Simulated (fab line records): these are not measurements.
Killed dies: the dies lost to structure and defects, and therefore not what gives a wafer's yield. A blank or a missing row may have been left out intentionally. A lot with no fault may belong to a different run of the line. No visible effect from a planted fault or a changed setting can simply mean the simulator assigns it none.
What tool caused it? + flow n5Finfet + Sampling: 11 lots, 33 wafers, 3 of 1938 route steps

## WHAT EACH GAUGE READ, for each wafer
N5_MIM_TOP_LITHO_OVL_MEAS_11. Usual: for MIM_TOP_OVL the level is -4 nm and the standard deviation is 5.9.
| lot  | measured     | on         | MIM_TOP_OVL (nm) | flag |
|------|--------------|------------|------------------|------|
| L354 | day 15 09:56 | overlay-02 | 2 -15 1          |      |
| L356 | day 15 05:45 | overlay-02 | -5 -5 -2         |      |
| L357 | day 14 18:18 | overlay-02 | -9 -5 -7         |      |
| L358 | day 14 22:26 | overlay-02 | -14 -9 -17       |      |
| L359 | day 15 07:43 | overlay-01 | 4 3 0            |      |
| L360 | day 15 14:04 | overlay-01 | -5 -10 -16       |      |
| L364 | day 17 01:32 | overlay-02 | -6 -9 2          |      |
| L365 | day 16 12:07 | overlay-01 | -3 -2 -6         |      |
| L366 | day 16 19:41 | overlay-02 | 5 -15 -1         |      |
| L369 | day 18 04:35 | overlay-01 | 0 7 10           |      |
| L374 | day 19 18:29 | overlay-02 | -9 -5 -9         |      |

## TOOL THAT RAN EACH LOT (tool first, then ch and the chambers of the sampled wafers, then the start)
| lot  | N5_PMOS_HMC_CHANNEL_EPI_STRIP_33 | N5_BEOL_M15_SPUTTER_45      |
|------|----------------------------------|-----------------------------|
| L354 | rieDiel-01 ch 0,1, day 1 23:32   | pvdSputter-02, day 15 04:58 |
| L356 | rieDiel-04 ch 1,2, day 2 11:17   | pvdSputter-03, day 15 00:41 |
| L357 | rieDiel-01 ch 1,3, day 2 18:29   | pvdSputter-02, day 14 12:07 |
| L358 | rieDiel-05 ch 0,1,2, day 2 23:32 | pvdSputter-01, day 14 16:38 |
| L359 | rieDiel-05 ch 0,2,3, day 3 05:30 | pvdSputter-03, day 15 02:26 |
| L360 | rieDiel-04 ch 0,1, day 3 12:02   | pvdSputter-01, day 15 07:59 |
| L364 | rieDiel-04 ch 0,1, day 4 12:14   | pvdSputter-03, day 16 20:25 |
| L365 | rieDiel-04 ch 0,1,2, day 4 17:40 | pvdSputter-01, day 16 07:05 |
| L366 | rieDiel-04 ch 0,1,2, day 4 23:39 | pvdSputter-01, day 16 14:49 |
| L369 | rieDiel-04 ch 0,1,3, day 5 17:17 | pvdSputter-03, day 18 00:13 |
| L374 | rieDiel-05 ch 1,2,3, day 6 23:58 | pvdSputter-03, day 19 12:23 |
- N5_PMOS_HMC_CHANNEL_EPI_STRIP_33: strips in N2/H2.
- N5_BEOL_M15_SPUTTER_45: material Cu, target thk 100 nm, time 16.67 s.

## AS READ BY THE TOOLS THEMSELVES (means over the sampled wafers that have a number; for cases with no such wafer, the mark the record gives instead)
N5_PMOS_HMC_CHANNEL_EPI_STRIP_33. Usual: drypumpMotorCurrentA 5.5 A, standard deviation 0.51; oesProductAu 0.82 a.u., standard deviation 0.092; rfVppV 54.1 V, standard deviation 1.6; showerheadPlenumPTorr 3.38 Torr, standard deviation 0.12; throttleValvePct 19.0 %, standard deviation 0.35.
| lot  | tool       | drypumpMotorCurrentA (A) | oesProductAu (a.u.) | rfVppV (V) | showerheadPlenumPTorr (Torr) | throttleValvePct (%) | flag |
|------|------------|--------------------------|---------------------|------------|------------------------------|----------------------|------|
| L354 | rieDiel-01 | 6.2                      | 0.76                | 54.1       | 3.49                         | 19.2                 |      |
| L356 | rieDiel-04 | 5.6                      | 0.85                | 54.3       | 3.26                         | 18.6                 |      |
| L357 | rieDiel-01 | 6.3                      | 0.72                | 53.7       | 3.36                         | 19.0                 |      |
| L358 | rieDiel-05 | 5.4                      | 0.84                | 53.5       | 3.44                         | 18.9                 |      |
| L359 | rieDiel-05 | 5.1                      | 0.85                | 52.5       | 3.35                         | 18.7                 |      |
| L360 | rieDiel-04 | 5.8                      | 0.86                | 52.5       | 3.31                         | 19.1                 |      |
| L364 | rieDiel-04 | 5.7                      | 0.85                | 53.7       | 3.31                         | 19.1                 |      |
| L365 | rieDiel-04 | 5.7                      | 0.82                | 54.6       | 3.29                         | 18.9                 |      |
| L366 | rieDiel-04 | 5.7                      | 0.81                | 53.7       | 3.29                         | 18.9                 |      |
| L369 | rieDiel-04 | 5.8                      | 0.78                | 54.0       | 3.32                         | 19.2                 |      |
| L374 | rieDiel-05 | 5.5                      | 0.86                | 54.9       | 3.35                         | 19.0                 |      |

N5_BEOL_M15_SPUTTER_45. Usual: chuckGasFlowSccm 1.26 sccm, standard deviation 0.057; throttleValvePct 29.7 %, standard deviation 0.92.
| lot  | tool          | chuckGasFlowSccm (sccm) | throttleValvePct (%) | flag |
|------|---------------|-------------------------|----------------------|------|
| L354 | pvdSputter-02 | 1.26                    | 29.4                 |      |
| L356 | pvdSputter-03 | 1.27                    | 30.0                 |      |
| L357 | pvdSputter-02 | 1.33                    | 29.1                 |      |
| L358 | pvdSputter-01 | 1.23                    | 30.5                 |      |
| L359 | pvdSputter-03 | 1.25                    | 29.8                 |      |
| L360 | pvdSputter-01 | 1.24                    | 30.1                 |      |
| L364 | pvdSputter-03 | 1.29                    | 30.2                 |      |
| L365 | pvdSputter-01 | 1.31                    | 29.5                 |      |
| L366 | pvdSputter-01 | 1.25                    | 30.0                 |      |
| L369 | pvdSputter-03 | 1.26                    | 29.5                 |      |
| L374 | pvdSputter-03 | 1.27                    | 30.5                 |      |

## THE ANSWER, worked out from the rows above alone
Rule: lot off if the mean of its wafers having a number is beyond 3 standard deviations from the usual mean. A lot without any number at a reading at which 4 lots or more have one is off too. Where the step has rows for the other lots, those lots are counted as sound. The gauges are gone through in route order, then the tools' own readings, and for those a lot's mean is taken as printed above. At the first step where some lot is off, the reading lying furthest off is the one used; lots without a number count as furthest.
None of the lots is off at any reading shown; this tells nothing.

## WHAT WAS PUT IN BY THE SIMULATOR
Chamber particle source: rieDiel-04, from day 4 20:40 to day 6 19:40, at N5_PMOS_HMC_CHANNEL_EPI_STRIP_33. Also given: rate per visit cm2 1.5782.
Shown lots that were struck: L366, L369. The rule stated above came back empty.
